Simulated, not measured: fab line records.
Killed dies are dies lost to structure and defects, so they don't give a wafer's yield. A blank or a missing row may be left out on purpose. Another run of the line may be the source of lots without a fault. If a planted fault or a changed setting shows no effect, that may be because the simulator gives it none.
fab line records | flow nandHarc
record lots=12 wafers=36 lastDay=34
route steps=1302 shown P_STI@96 P_GATE@132 END@1302
lots with no fault: from the same line, run without faults
startH: start of the lot's first displayed wafer, in hours after the record's first day | waitH: time in hours since the lot's previous step | " as in the row above | L1.1+2: one row covering several wafers at once | - no value, or no start given | * or withheld: withheld | < > ~ a bound
route shown NAME@n: a module of which the file shows steps, and the number in the route of the first | usual: the fault-free wafers' mean and standard deviation | same: alike in all rows | chamber/n: place in a boat | sites: per-site readings | _std_site: standard deviation of those values | _edge_site: mean of outer sites minus mean of inner sites | radiusMm: for every site, how far away it sits from the centre of the wafer | mask NAME#n: copy n | behind: tool/chamber where the wafer was last shaped | hold: reason for holding the lot/hours on hold/outcome of the hold | device: whichever transistor did not switch (one of n, p or np) | end of line: the route-end tests of the same wafers | a step without rows: its recipe alone | killed: count of dies lost to structure and defects at first sort (not the wafer's yield) | map: dies across one wafer; x = killed, . = not, _ = none there
set.NAME: the setting the step ran with; set.NAME@STEP: the setting that earlier step ran with | model.NAME: the simulator's own value behind a step, which no gauge read
one table for each step of the route and one row for each wafer, over a sample of lots
services: from which hour (startH, from the record's first day; less than 0 if before it) a tool's chamber was out of use, for how many hours, and why
## steps
# step NHARC_P_STI_OCD_MEAS_43
# usual trenchDepthNm=300/6.5 trenchFootCdNm=155.9/2.9
# columns lot.wafer tool chamber startH waitH trenchDepthNm trenchFootCdNm
L204.1 ocd-02 - 75.17 - 309 150.3
L204.2 " - " " 286 155.4
L204.4 " - " " 296 155.6
L205.2 ocd-01 - 85.28 - 296 159.5
L205.5 " - " " 293 160.1
L205.6 " - " " 301 152.7
L206.2 ocd-02 - 93.45 - 303 151.9
L206.3 " - " " 302 152.3
L206.4 " - " " 298 153.0
L207.2 ocd-01 - 107.22 - 306 151.6
L207.4 " - " " 302 156.0
L207.6 " - " " 304 154.6
L208.1 ocd-02 - 113.90 - 300 159.3
L208.5 " - " " 299 155.7
L208.6 " - " " 302 158.8
L211.2 ocd-01 - 145.99 - 298 153.9
L211.5 " - " " 289 152.7
L211.6 " - " " 302 150.7
L213.2 ocd-01 - 164.26 - 299 153.6
L213.4 " - " " 297 157.2
L213.5 " - " " 300 156.1
L214.1 ocd-02 - 174.03 - 307 155.3
L214.2 " - " " 286 152.3
L214.5 " - " " 300 154.2
L221.2 ocd-02 - 244.41 - 301 158.1
L221.3 " - " " 305 159.3
L221.5 " - " " 293 154.4
L222.1 ocd-02 - 256.04 - 297 156.1
L222.4 " - " " 293 158.7
L222.6 " - " " 295 158.0
L223.1 ocd-01 - 264.19 - 304 156.7
L223.4 " - " " 307 150.7
L223.6 " - " " 305 152.5
L224.2 ocd-02 - 273.16 - 310 152.6
L224.3 " - " " 288 160.1
L224.4 " - " " 288 157.1
# step NHARC_P_GATE_DEP_103
# recipe targetThkA=300 targetThkNm=30 tempC=400 flowSccm=200 rfW=350 material=SiON
# usual heaterPowerW=719/75
# columns lot.wafer tool chamber startH waitH heaterPowerW
L204.1 pecvd-01 1 128.19 0.6 776
L204.2 " 0 " " 811
L204.4 " 1 " " 798
L205.2 pecvd-04 1 133.23 0.9 639
L205.6 " 1 " " 641
L205.5 " 0 " " 718
L206.3 pecvd-03 2 142.13 0.4 613
L206.2 " 0 " " 798
L206.4 " 2 " " 619
L207.2 pecvd-01 0 155.43 0.4 773
L207.4 " 0 " " 756
L207.6 " 1 " " 733
L208.1 pecvd-04 2 162.52 0.6 781
L208.5 " 1 " " 729
L208.6 " 2 " " 761
L211.2 pecvd-01 1 196.56 0.5 723
L211.6 " 1 " " 712
L211.5 " 0 " " 719
L213.2 pecvd-01 0 216.02 0.5 733
L213.4 " 0 " " 711
L213.5 " 0 " " 749
L214.2 pecvd-01 1 224.82 0.4 782
L214.1 " 0 " " 727
L214.5 " 1 " " 785
L221.2 pecvd-03 0 296.06 0.5 760
L221.3 " 2 " " 512
L221.5 " 1 " " 626
L222.1 pecvd-04 0 313.76 0.6 728
L222.6 " 2 " " 722
L222.4 " 0 " " 726
L223.1 pecvd-04 1 316.90 0.6 718
L223.6 " 2 " " 719
L223.4 " 0 " " 745
L224.3 pecvd-04 2 323.57 0.3 697
L224.2 " 0 " " 754
L224.4 " 0 " " 768
# step NHARC_P_GATE_CD_MEAS_26
# recipe targetCdNm=120 landingEnergyEv=500
# usual cdNm=120.0/0.97
# columns lot.wafer tool chamber startH waitH cdNm
L204.1 cdSem-03 0 128.89 - 120.1
L204.2 " 0 " " 121.4
L204.4 " 0 " " 121.5
L205.2 cdSem-01 0 133.92 - 121.4
L205.5 " 0 " " 120.9
L205.6 " 0 " " 121.5
L206.2 cdSem-03 0 142.78 - 119.1
L206.3 " 0 " " 120.6
L206.4 " 0 " " 120.1
L207.2 cdSem-01 0 156.11 - 119.3
L207.4 " 0 " " 119.6
L207.6 " 0 " " 120.0
L208.1 cdSem-03 0 163.02 - 120.6
L208.5 " 0 " " 120.9
L208.6 " 0 " " 120.5
L211.2 cdSem-03 0 197.14 - 120.3
L211.5 " 0 " " 120.9
L211.6 " 0 " " 119.9
L213.2 cdSem-01 0 216.62 - 120.3
L213.4 " 0 " " 121.1
L213.5 " 0 " " 121.1
L214.1 cdSem-03 0 225.47 - 120.7
L214.2 " 0 " " 119.8
L214.5 " 0 " " 119.8
L221.2 cdSem-03 0 296.74 - 121.0
L221.3 " 0 " " 120.4
L221.5 " 0 " " 120.0
L222.1 cdSem-02 0 314.25 - 120.3
L222.4 " 0 " " 121.2
L222.6 " 0 " " 120.2
L223.1 cdSem-03 0 317.45 - 119.9
L223.4 " 0 " " 118.4
L223.6 " 0 " " 120.0
L224.2 cdSem-02 0 324.25 - 118.3
L224.3 " 0 " " 118.9
L224.4 " 0 " " 118.8
# step NHARC_P_GATE_INSPECT_28
# usual rawDefectCount=6.1/2.8
# columns lot.wafer tool chamber startH waitH rawDefectCount
L204.1 defectInspect-01 - 129.02 0.0 5
L204.2 " - " " 8
L204.4 " - " " 6
L205.2 defectInspect-01 - 134.04 0.0 5
L205.5 " - " " 1
L205.6 " - " " 10
L206.2 defectInspect-02 - 142.91 0.0 4
L206.3 " - " " 5
L206.4 " - " " 8
L207.2 defectInspect-01 - 156.23 0.0 2
L207.4 " - " " 5
L207.6 " - " " 5
L208.1 defectInspect-01 - 163.14 0.0 8
L208.5 " - " " 7
L208.6 " - " " 11
L211.2 defectInspect-01 - 197.27 0.0 5
L211.5 " - " " 3
L211.6 " - " " 4
L213.2 defectInspect-02 - 216.74 0.0 57
L213.4 " - " " 43
L213.5 " - " " 48
L214.1 defectInspect-02 - 225.60 0.0 45
L214.2 " - " " 6
L214.5 " - " " 3
L221.2 defectInspect-01 - 296.87 0.0 2
L221.3 " - " " 2
L221.5 " - " " 6
L222.1 defectInspect-02 - 314.38 0.0 8
L222.4 " - " " 9
L222.6 " - " " 10
L223.1 defectInspect-02 - 317.58 0.0 11
L223.4 " - " " 4
L223.6 " - " " 8
L224.2 defectInspect-02 - 324.37 0.0 8
L224.3 " - " " 1
L224.4 " - " " 8
# step NHARC_P_GATE_ETCH_114
# recipe targetDepthA=300 overetchA=30 timeS=16.5 ionEnergyEv=100 cf4FlowSccm=80 o2FlowSccm=20 arFlowSccm=0 rfW=300 biasW=100 chemistry=CF4/O2
# usual cf4FlowSccm=80.02/0.26 drypumpMotorCurrentA=5.8/0.49 o2FlowSccm=20.00/0.064 oesProductAu=0.999/0.013 rfVppV=198.4/1.5 showerheadPlenumPTorr=1.36/0.065 throttleValvePct=13.397/0.01
# columns lot.wafer tool chamber startH waitH cf4FlowSccm drypumpMotorCurrentA o2FlowSccm oesProductAu rfHoursCounterH rfVppV showerheadPlenumPTorr throttleValvePct
L204.1 rieDiel-10 1 - - 80.06 5.7 20.01 0.998 4.2 195.7 1.24 13.393
L204.4 " 2 " " 79.50 4.9 19.96 1.005 3.6 196.3 1.27 13.391
L204.2 " 0 " " 80.06 5.6 20.01 1.000 3.7 199.5 1.41 13.408
L205.2 rieDiel-09 2 - - 80.34 6.7 19.97 0.987 5.0 196.6 1.30 13.413
L205.5 " 3 " " 79.71 5.3 20.04 0.997 - 199.7 1.41 13.380
L205.6 " 0 " " 79.68 5.9 20.10 0.999 - 198.9 1.41 13.399
L206.3 rieDiel-10 3 - - 80.55 5.8 19.94 1.012 4.4 197.9 1.33 13.387
L206.4 " 0 " " 80.13 5.6 20.00 1.011 3.9 198.8 1.41 13.400
L206.2 " 1 " " 79.69 5.7 20.03 0.996 4.4 196.5 1.24 13.389
L207.2 rieDiel-08 2 - - 80.21 6.5 19.92 0.998 10.7 199.1 1.38 13.381
L207.6 " 2 " " 79.73 6.6 20.04 0.987 - 198.7 1.38 13.385
L207.4 " 1 " " 80.26 5.9 20.11 1.023 - 196.1 1.27 13.398
L208.1 rieDiel-10 1 - - 79.90 5.7 20.00 1.005 6.3 195.9 1.24 13.391
L208.5 " 3 " " 80.31 5.8 20.01 1.015 - 197.5 1.33 13.408
L208.6 " 0 " " 79.88 5.6 19.97 1.015 - 199.0 1.41 13.391
L211.2 rieDiel-10 0 - - 79.85 5.6 20.06 1.015 6.9 199.8 1.41 13.404
L211.6 " 3 " " 79.75 5.8 19.95 1.011 - 196.5 1.33 13.394
L211.5 " 0 " " 79.66 5.6 20.15 1.013 - 199.3 1.41 13.405
L213.2 rieDiel-10 1 - - 80.08 5.7 19.93 1.002 8.2 196.1 1.24 13.403
L213.4 " 2 " " 80.13 4.8 19.91 1.002 8.7 194.9 1.27 13.386
L213.5 " 1 " " 80.22 5.7 19.92 1.014 - 196.9 1.24 13.401
L214.1 rieDiel-08 2 - - 80.01 6.5 20.03 0.995 1.4 198.0 1.38 13.403
L214.2 " 0 " " 80.14 5.6 20.03 1.011 1.4 199.5 1.44 13.391
L214.5 " 0 " " 80.24 5.6 20.04 1.004 - 198.8 1.44 13.389
L221.3 rieDiel-09 0 - - 80.41 5.9 19.92 1.009 10.0 200.4 1.41 13.397
L221.2 " 2 " " 79.85 6.6 20.00 0.984 8.2 196.0 1.30 13.377
L221.5 " 0 " " 80.09 5.9 19.97 0.998 - 198.3 1.41 13.405
L222.4 rieDiel-09 3 - - 79.72 5.3 19.94 0.980 11.5 199.6 1.40 13.406
L222.1 " 0 " " 80.13 5.9 20.00 1.005 10.9 198.6 1.41 13.395
L222.6 " 0 " " 79.76 5.8 20.09 1.004 - 198.5 1.41 13.399
L223.1 rieDiel-08 3 - - 80.31 6.3 20.10 0.989 6.0 200.5 1.40 13.390
L223.4 " 0 " " 80.23 5.6 20.10 0.999 - 200.5 1.43 13.399
L223.6 " 3 " " 79.90 6.3 19.96 0.984 - 199.4 1.40 13.403
L224.3 rieDiel-08 0 - - 80.04 5.6 19.91 1.002 8.4 198.0 1.43 13.406
L224.2 " 1 " " 80.15 5.9 19.94 0.993 7.1 198.3 1.27 13.410
L224.4 " 1 " " 80.17 5.9 19.94 0.999 - 196.4 1.27 13.380
# step NHARC_END_SORT_01
# recipe tempC=25
# usual killedAtArray=63/27 killedAtOther=0.7/1.2 killedAtPeriphery=3.1/2 killedDies=67/28 killedOpen=3.0/1.9 killedShort=2.2/1.5
# same grossDies=677
# columns lot.wafer tool chamber startH waitH killedAtArray killedAtOther killedAtPeriphery killedDies killedOpen killedShort
L213.2 prober-02 0 670.38 2.8 29 3 37 69 2 2
L213.4 prober-02 0 671.98 3.4 24 0 30 54 1 2
L213.5 prober-02 0 672.78 3.7 37 0 31 68 3 5
L214.1 prober-01 0 699.25 2.5 34 0 25 59 2 2
L214.2 prober-01 0 700.04 2.8 37 1 1 39 3 2
L214.5 prober-01 0 702.43 3.7 36 1 4 41 2 2
# killed by level:class
L213.2 P_GATE:unspecified=36 A_CONTACT:chamberFilmFlake=6 A_CHANNEL_HOLE_D1:chamberFilmFlake=5 A_DECK1_JOINT:chamberFilmFlake=4 A_SLIT:chamberFilmFlake=3 A_BLC:chamberFilmFlake=3 THIN_TSV:chamberFilmFlake=3 A_ZERO_WELL:chamberFilmFlake=2
L213.4 P_GATE:unspecified=29 A_CHANNEL_HOLE_D1:chamberFilmFlake=5 A_CONTACT:chamberFilmFlake=4 A_SLIT:chamberFilmFlake=3 A_BLC:chamberFilmFlake=3 A_CHANNEL_FILL_D1:chamberFilmFlake=2 A_STAIRCASE:chamberFilmFlake=2 P_CONTACT:geometricParticle:short=1
L213.5 P_GATE:unspecified=29 A_CHANNEL_HOLE_D1:chamberFilmFlake=11 A_CONTACT:chamberFilmFlake=5 A_SLIT:chamberFilmFlake=3 A_ONON_D1:geometricParticle:short=2 A_ZERO_WELL:chamberFilmFlake=2 A_CHANNEL_FILL_D1:chamberFilmFlake=2 A_DECK1_JOINT:chamberFilmFlake=2
L214.1 P_GATE:unspecified=23 A_CHANNEL_HOLE_D2:chamberFilmFlake=19 A_CONTACT:chamberFilmFlake=5 A_CHANNEL_HOLE_D1:chamberFilmFlake=5 P_STI:geometricParticle:short=1 A_CHANNEL_FILL_D1:geometricParticle:open=1 A_CHANNEL_FILL_D1:geometricParticle:short=1 A_ONON_D2:geometricParticle:open=1
L214.2 A_CHANNEL_HOLE_D2:chamberFilmFlake=23 A_CHANNEL_HOLE_D1:chamberFilmFlake=5 A_SLIT:chamberFilmFlake=2 A_CONTACT:chamberFilmFlake=2 P_STI:geometricParticle:short=1 A_CHANNEL_HOLE_D1:geometricParticle:open=1 A_DECK1_JOINT:geometricParticle:short=1 A_SGD_CUT:geometricParticle:open=1
L214.5 A_CHANNEL_HOLE_D2:chamberFilmFlake=17 A_CONTACT:chamberFilmFlake=6 A_CHANNEL_HOLE_D1:chamberFilmFlake=5 P_GATE:chamberFilmFlake=3 A_STAIRCASE:chamberFilmFlake=2 A_SLIT:chamberFilmFlake=2 A_CHANNEL_FILL_D1:geometricParticle:short=1 A_DECK1_JOINT:geometricParticle:open=1
## services
# columns tool chamber startH hours kind
rieDiel-08 0 107.53 1.4 repair
rieDiel-09 0 116.93 11.8 repair
rieDiel-09 1 118.70 6.0 repair
rieDiel-08 3 119.12 6.4 repair
rieDiel-10 2 119.71 7.3 repair
rieDiel-08 0 124.87 10.0 repair
rieDiel-08 1 126.29 4.6 repair
pecvd-01 - 130.34 13.0 pm
rieDiel-08 0 142.46 17.4 repair
rieDiel-09 - 143.10 9.0 pm
pecvd-04 - 143.21 2.2 repair
rieDiel-08 0 184.64 4.4 repair
pecvd-03 - 185.39 13.0 pm
rieDiel-08 - 191.00 9.0 pm
rieDiel-08 3 208.57 24.6 repair
pecvd-01 2 210.51 18.0 repair
rieDiel-08 0 229.64 1.2 repair
rieDiel-10 - 242.50 9.0 pm
pecvd-04 1 267.86 4.9 repair
pecvd-04 - 269.00 13.0 pm
rieDiel-10 1 310.12 2.7 repair
rieDiel-08 2 311.01 22.4 repair
pecvd-01 - 311.38 13.0 pm
rieDiel-09 - 320.10 9.0 pm
## key
firstSign step=NHARC_P_GATE_INSPECT_28 reading=rawDefectCount direction=up sigmas=15 usual=6.1 struck=48.2
effect step=NHARC_END_SORT_01 reading=killedAtPeriphery direction=up sigmas=14 usual=3.1 struck=30.8
metAt NHARC_P_GATE_DEP_103
struckLots L213,L214
struckWafers L213.2,L213.4,L213.5,L214.1
testerLeftOut L213,L214
notActingAt NHARC_P_STI_OCD_MEAS_43,NHARC_P_GATE_CD_MEAS_26,NHARC_P_GATE_ETCH_114
onsetBetween 196.56 216.02
fault kind=chamberParticleSource tool=pecvd-01 chamber=0 onsetH=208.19 steps=NHARC_P_GATE_DEP_103 ratePerVisitCm2=0.069605 endH=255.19
# testerLeftOut: of these lots the tester's yield and bins aren't shown, on N5 and GAA mostly nor the transistor test; their killed dies are dies lost to structure and defects alone, not to doping, threshold or leakage, so they don't give the yield
